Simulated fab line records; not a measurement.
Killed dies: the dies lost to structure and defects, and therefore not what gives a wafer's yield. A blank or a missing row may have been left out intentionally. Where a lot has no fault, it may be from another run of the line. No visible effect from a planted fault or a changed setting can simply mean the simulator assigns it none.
Split-lot experiment ; flow n5Finfet ; on a route of 1938 steps: 7 lots, 21 wafers read

## SPLIT DETAILS
At N5_HKMG_FIN_COAT_66 (time 60 s, resist thk 300 nm), the setting spinRpm was moved away from the recipe's 1500 rpm on 6 of the 21 wafers read, by -10.4% to +6.5%. The other wafers ran this setting at the recipe's value.

The reading is taken at the split's own step.

## THE READING
SOC_of_HKMG_FIN_COAT_66.thkNm (the simulator's own value, which no gauge read), in nm, at N5_HKMG_FIN_COAT_66 (time 60 s, resist thk 300 nm). The file does not state a usual value for it. The 15 wafers here that ran the recipe average 301.0 nm, standard deviation 1.2 nm.

wafer;tool, chamber at the split;spinRpm as run, rpm;against the recipe;SOC_of_HKMG_FIN_COAT_66.thkNm, nm;against lot-mates on the recipe
L078.1;lithoTrack-05, 0;1500;recipe;300;-
L078.4;lithoTrack-05, 0;1500;recipe;299.4;-
L078.6;lithoTrack-05, 0;1500;recipe;299.8;-
L083.1;lithoTrack-03, 0;1500;recipe;300.4;-
L083.2;lithoTrack-03, 0;1373;-8.5%;313.4;+13.4
L083.4;lithoTrack-03, 0;1500;recipe;299.6;-
L089.3;lithoTrack-02, 0;1500;recipe;302;-
L089.4;lithoTrack-02, 0;1402;-6.5%;312.2;+10.2
L089.6;lithoTrack-02, 0;1402;-6.5%;311.4;+9.4
L090.1;lithoTrack-03, 0;1500;recipe;301.2;-
L090.2;lithoTrack-03, 0;1598;+6.5%;291.8;-9.1
L090.5;lithoTrack-03, 0;1500;recipe;300.6;-
L092.2;lithoTrack-02, 0;1500;recipe;302.4;-
L092.5;lithoTrack-02, 0;1500;recipe;301.6;-
L092.6;lithoTrack-02, 0;1500;recipe;301.8;-
L096.3;lithoTrack-02, 0;1500;recipe;302.6;-
L096.4;lithoTrack-02, 0;1500;recipe;303.2;-
L096.6;lithoTrack-02, 0;1344;-10.4%;319.8;+16.9
L097.2;lithoTrack-02, 0;1500;recipe;299.8;-
L097.3;lithoTrack-02, 0;1417;-5.5%;308.2;+8.2
L097.4;lithoTrack-02, 0;1500;recipe;300.2;-

FIT RESULTS
A straight line over all 21 wafers: SOC_of_HKMG_FIN_COAT_66.thkNm changes by -1.6 nm for each +1% of spinRpm; r = -0.98; the points scatter about the line by 1.3 nm.
The same after taking each lot's own level away (the mean of its wafers on the recipe; 21 wafers): -1.54 nm for each +1%; r = -1.00; scatter 0.44 nm.
According to that fit, moving spinRpm by its largest amount changes the reading by 16 nm.
The lots' own levels span 299.73 to 302.90 nm, that is 2.7 times the standard deviation above.
Consequently the slope shifts little with the lot-to-lot level, the two slopes agreeing.
Check: with one of the wafers moved furthest among these (-10.4%) left out of the fit, the line predicts +15.6 nm for it against its lot-mates. It came out at +16.9 nm against them.

## THESE WAFERS: OTHER SPLITS
Before the reading, these wafers also passed through other splits. Each is held against what the fit with the lots' levels taken away leaves over:
other split on the same wafers;wafers away from the commonest value;r with SOC_of_HKMG_FIN_COAT_66.thkNm (lot level and that fit taken away)
N5_SD_ACTIVATION_LSA_01 tempC;8;+0.05
N5_SDB_CUT_ETCH_26 icpW;8;-0.26

## FILE'S OWN FIT
SOC_of_HKMG_FIN_COAT_66.thkNm changes by -1.55 nm for each +1% of spinRpm, r = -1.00.
